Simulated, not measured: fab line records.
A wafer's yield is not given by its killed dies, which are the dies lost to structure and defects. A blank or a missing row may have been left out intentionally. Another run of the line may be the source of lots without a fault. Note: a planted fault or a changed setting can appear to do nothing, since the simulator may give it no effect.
The tool behind it: which one? || flow nand harc || 12 lots, 36 wafers sampled, at 2 steps of a route of 1302

## WHAT THE GAUGES SHOWED, per wafer
NHARC_A_CHANNEL_HOLE_D2_INSPECT_12.
{"lot": "L075", "measured": "day 14 05:59", "on": "defect inspect-01", "raw defect count": "0 4 5"}
{"lot": "L077", "measured": "day 14 16:44", "on": "defect inspect-01", "raw defect count": "2 1 7"}
{"lot": "L079", "measured": "day 15 12:51", "on": "defect inspect-02", "raw defect count": "9 6 6"}
{"lot": "L081", "measured": "day 15 20:13", "on": "defect inspect-01", "raw defect count": "8 7 9"}
{"lot": "L083", "measured": "day 17 11:01", "on": "defect inspect-02", "raw defect count": "58 50 63"}
{"lot": "L084", "measured": "day 17 13:32", "on": "defect inspect-02", "raw defect count": "66 67 50"}
{"lot": "L087", "measured": "day 18 15:41", "on": "defect inspect-01", "raw defect count": "65 55 52"}
{"lot": "L088", "measured": "day 19 14:32", "on": "defect inspect-02", "raw defect count": "17 15 19"}
{"lot": "L091", "measured": "day 19 20:25", "on": "defect inspect-01", "raw defect count": "57 75 57"}
{"lot": "L093", "measured": "day 20 19:19", "on": "defect inspect-02", "raw defect count": "49 57 66"}
{"lot": "L095", "measured": "day 22 04:59", "on": "defect inspect-01", "raw defect count": "5 2 3"}
{"lot": "L096", "measured": "day 22 20:21", "on": "defect inspect-01", "raw defect count": "4 2 6"}

## EACH LOT AND THE TOOL THAT RAN IT (in order: tool; ch and the chambers of the sampled wafers; start)
{"lot": "L075", "NHARC_A_CHANNEL_HOLE_D2_DEP_01": "pecvd-03 ch 1,2, day 14 05:10"}
{"lot": "L077", "NHARC_A_CHANNEL_HOLE_D2_DEP_01": "pecvd-01 ch 0,1,2, day 14 15:57"}
{"lot": "L079", "NHARC_A_CHANNEL_HOLE_D2_DEP_01": "pecvd-03 ch 0,1,2, day 15 11:59"}
{"lot": "L081", "NHARC_A_CHANNEL_HOLE_D2_DEP_01": "pecvd-03 ch 0,2, day 15 19:23"}
{"lot": "L083", "NHARC_A_CHANNEL_HOLE_D2_DEP_01": "pecvd-01 ch 0,1,2, day 17 10:11"}
{"lot": "L084", "NHARC_A_CHANNEL_HOLE_D2_DEP_01": "pecvd-01 ch 0,2, day 17 12:43"}
{"lot": "L087", "NHARC_A_CHANNEL_HOLE_D2_DEP_01": "pecvd-02 ch 0,1,2, day 18 14:50"}
{"lot": "L088", "NHARC_A_CHANNEL_HOLE_D2_DEP_01": "pecvd-01 ch 0,2, day 19 13:43"}
{"lot": "L091", "NHARC_A_CHANNEL_HOLE_D2_DEP_01": "pecvd-01 ch 0,1,2, day 19 19:36"}
{"lot": "L093", "NHARC_A_CHANNEL_HOLE_D2_DEP_01": "pecvd-03 ch 0,1,2, day 20 18:27"}
{"lot": "L095", "NHARC_A_CHANNEL_HOLE_D2_DEP_01": "pecvd-01 ch 1,2, day 22 04:11"}
{"lot": "L096", "NHARC_A_CHANNEL_HOLE_D2_DEP_01": "pecvd-02 ch 1,2, day 22 19:30"}
- NHARC_A_CHANNEL_HOLE_D2_DEP_01: deposits SiON, target thk 140 nm.

## THE ANSWER, worked out from the rows above alone
Rule: the lots themselves supply what counts as usual. The widest of any qualifying gaps counts: lots, ordered by their means at a reading, are off when they make up no more than a third of the lots, leave a main group of 4 or more, and stand apart from it by 3 or more times the standard deviation of that group's means. A main group is skipped when, at the precision printed for the reading in the tables above, its means are all equal. Also off: a lot with no number at a reading for which 4 or more lots have one. Where the step has rows for the other lots, those lots are counted as sound.
Nothing can be told from this: no lot is off at any reading shown.

## WHAT THE SIMULATOR HAD INSERTED
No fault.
